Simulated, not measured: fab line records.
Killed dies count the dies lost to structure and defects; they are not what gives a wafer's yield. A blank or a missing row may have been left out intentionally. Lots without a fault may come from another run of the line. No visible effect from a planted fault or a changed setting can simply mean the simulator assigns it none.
A lot that was struck, set against a sound lot :: flow nand harc :: 24 steps out of a route of 1302
Sound: wafers L207.1, L207.2, L207.6. Wafers L217.1, L217.3, L217.6 were the ones struck. The cause is named last.
For every step that has rows: the tool of each side, followed by ch and its chambers, followed by its first start. Under that, the readings that differ: sound wafers :: struck wafers :: difference of the means :: sigmas: that difference in standard deviations of wafers without a fault.
alike: readings with means less than 2 such deviations apart, plus words and numbers identical on both sides. not compared: withheld readings, readings lacking a value on some wafer, bounds such as >300 that could conceal the same value, and numbers that have no deviation in the record and whose values overlap.
A row with sigmas, a row that says differs or no value, or rows on one side alone: a step with any of these is where the two part. Numbers that don't overlap but have no deviation are shown without sigmas and don't part them. A reading that every wafer of one side lacks parts them only if that side has two wafers or more.

first, 5 steps without rows for these wafers: NHARC_P_GATE_STRIP_15 (strips in SPM, time 780 s); NHARC_P_GATE_PRECLEAN_71 (cleans in SC1); NHARC_P_GATE_SRD_72; NHARC_P_GATE_OXIDE_16 (material SiO2, target thk 3 nm, ox time 392 s); NHARC_P_GATE_CVD_17 (deposits poly-Si, target thk 150 nm, time 900 s).
NHARC_P_GATE_HM_DEP_102: deposits aC, target thk 120 nm.
  sound on acl dep-02 ch 0, day 6 01:19; struck on acl dep-03 ch 0, day 10 07:02
  alike: throttle valve pct
NHARC_P_GATE_DEP_103: deposits SiON, target thk 30 nm.
  sound on pecvd-03 ch 0,1,2, day 6 02:00; struck on pecvd-04 ch 0,1, day 10 07:41
  alike: heater power w
  not compared: since wet clean h
then, 5 steps without rows for these wafers: NHARC_P_GATE_DEHYDRATE_18 (time 120 s); NHARC_P_GATE_HMDS_19 (time 30 s); NHARC_P_GATE_COAT_20 (resist thk 90 nm); NHARC_P_GATE_SOFTBAKE_21 (time 55 s); NHARC_P_GATE_EBR_22.
NHARC_P_GATE_EXPOSE_23: exposes mask P GATE, target cd 120 nm.
  sound on arfi scanner-03 ch 0, day 6 02:23; struck on arfi scanner-02 ch 0, day 10 08:23
reading: mask
sound: P_GATE#0 P_GATE#0 P_GATE#0
struck: P_GATE_R1#0 P_GATE_R1#0 P_GATE_R1#0
difference: differs
sigmas: 
  alike: exposure dose mJ cm2
then, 2 steps without rows for these wafers: NHARC_P_GATE_PEB_24 (peb time 65 s); NHARC_P_GATE_DEVELOP_25 (develop time 35 s).
NHARC_P_GATE_CD_MEAS_26 targets a cd of 120 nm.
  sound on cd sem-01 ch 0, day 6 02:32; struck on cd sem-02 ch 0, day 10 08:31
reading: cd nm (nm)
sound: 121.1 121.8 121.2
struck: 115.1 114.2 115.0
difference: -6.6
sigmas: -8
NHARC_P_GATE_OVL_MEAS_27:
  sound: overlay-01 at day 6 02:37; struck: overlay-02 at day 10 08:37
reading: overlay y nm (nm)
sound: -1.1 -1.8 -0.8
struck: 0.2 0.4 0.8
difference: +1.7
sigmas: +2
  alike: overlay x nm
NHARC_P_GATE_INSPECT_28:
  sound: defect inspect-02 at day 6 02:39; struck: defect inspect-01 at day 10 08:38
  alike: raw defect count
NHARC_P_GATE_DESCUM_31: chemistry O2, time 3 s.
  sound on rie diel-08 ch 0,2,3, day 6 02:44; struck on rie diel-08 ch 0,1, day 10 08:42
reading: model.P_GATE.cd nm (nm)
sound: 121.5 121.9 120.2
struck: 113.7 115.2 113.3
difference: -7.1
sigmas: 
  alike: drypump motor current A, mfc ar sccm, oes product au, rf vpp V, showerhead plenum p Torr, throttle valve pct
  not compared: rf hours counter h
NHARC_P_GATE_ETCH_104: etches the open film in CF4/CHF3, target depth 60 nm.
  sound on rie diel-08 ch 0,3, day 6 02:48; struck on rie diel-08 ch 1,3, day 10 08:47
  alike: cf4 flow sccm, drypump motor current A, mfc ar sccm, oes product au, rf vpp V, showerhead plenum p Torr, throttle valve pct
NHARC_P_GATE_HM_OPEN_105: chemistry O2/COS, target depth 360 nm.
  sound: rie diel-08 ch 0,1,3; struck: rie diel-08 ch 1,2,3
  alike: drypump motor current A, mfc ar sccm, oes product au, rf vpp V, showerhead plenum p Torr, throttle valve pct
  not compared: rf hours counter h
then, 1 step without rows for these wafers: NHARC_P_GATE_STRIP_106 (strips in O2/COS).
NHARC_P_GATE_ETCH_114: etches the open film in CF4/O2, target depth 30 nm, overetch 3 nm, time 16.5 s.
  sound: rie diel-08 ch 1,3; struck: rie diel-08 ch 1,2
reading: model.P_GATE.cd nm (nm)
sound: 123.2 125.6 119
struck: 115.1 112.5 107.8
difference: -10.8
sigmas: 
  alike: cf4 flow sccm, drypump motor current A, mfc ar sccm, oes product au, rf vpp V, showerhead plenum p Torr, throttle valve pct
  not compared: rf hours counter h
NHARC_P_GATE_ETCH_32: etches the open film in HBr/Cl2, target depth 150 nm, time 100.1 s.
  sound on rie si-03 ch 0,1,2, day 6 03:10; struck on rie si-01 ch 0,1,3, day 10 09:10
  alike: drypump motor current A, oes product au, throttle valve pct
  not compared: rf hours counter h

WHERE THEY PART
Earliest at NHARC_P_GATE_EXPOSE_23; latest, in this record, at NHARC_P_GATE_OVL_MEAS_27. Later steps at which nothing parts them and some readings are alike: NHARC_P_GATE_INSPECT_28, NHARC_P_GATE_DESCUM_31, NHARC_P_GATE_ETCH_104, NHARC_P_GATE_HM_OPEN_105, NHARC_P_GATE_ETCH_114, NHARC_P_GATE_ETCH_32.

WHY: whatever the simulator had introduced
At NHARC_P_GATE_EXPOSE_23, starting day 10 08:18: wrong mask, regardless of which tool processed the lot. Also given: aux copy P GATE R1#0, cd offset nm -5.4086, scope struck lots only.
